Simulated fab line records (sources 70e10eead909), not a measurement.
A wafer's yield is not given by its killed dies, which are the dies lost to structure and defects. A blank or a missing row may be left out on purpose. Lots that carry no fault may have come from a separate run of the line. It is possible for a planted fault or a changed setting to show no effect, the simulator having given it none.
Chamber matching -- flow nand harc -- NHARC_A_WL_FILL_ETCHBACK_26 on rie si-02 has 4 sister chambers
The step etches the open film in HBr, target depth 52 nm, time 13.3 s. 8 wafers are shown with their chamber, then 7 later ones without.

== WAFERS WITH THEIR CHAMBER ==
wafer,chamber,oes product au (a.u.),throttle valve pct (%)
L077.2,2,0.995,23.253
L078.1,2,0.995,23.266
L078.5,3,0.996,23.262
L085.3,0,1.000,23.265
L085.5,0,1.000,23.267
L085.6,1,1.011,23.261
L086.2,3,0.999,23.257
L086.4,1,0.997,23.280

== WAFERS WITHOUT THEIR CHAMBER ==
wafer,oes product au (a.u.),throttle valve pct (%)
L086.6,0.996,23.260
L089.2,0.995,23.265
L089.3,0.995,23.265
L089.4,0.998,23.266
L097.2,0.990,23.265
L097.4,0.995,23.263
L097.6,0.993,23.264

== THE CHAMBER EACH PASSED THROUGH ==
wafer,from the rows above,in truth
L086.6,can't be placed: 2 or 3 or 0 or 1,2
L089.2,can't be placed: 2 or 3 or 0 or 1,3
L089.3,can't be placed: 2 or 3 or 0 or 1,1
L089.4,can't be placed: 0 or 3 or 2 or 1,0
L097.2,can't be placed: 2 or 3 or 0 or 1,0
L097.4,can't be placed: 2 or 3 or 0 or 1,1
L097.6,can't be placed: 2 or 3 or 0 or 1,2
Placed correctly: 0 of 7. Can't be placed from these rows: 7 (the true chamber is among the candidates in 7). Wrongly placed: 0.
How it was worked out, from the rows above alone: a wafer's distance from a chamber is the root of the sum, over the readings, of the square of ((its reading less the chamber's mean) divided by the reading's scatter). The wafer belongs to the nearest chamber; if the next one is less than 2 further off, it can't be placed. The mean given for a chamber averages the wafers shown for that chamber. How the scatter is found: for the shown wafers, subtract from each reading the mean of its chamber, square and add these, divide the total by (wafers less chambers), then take the root.
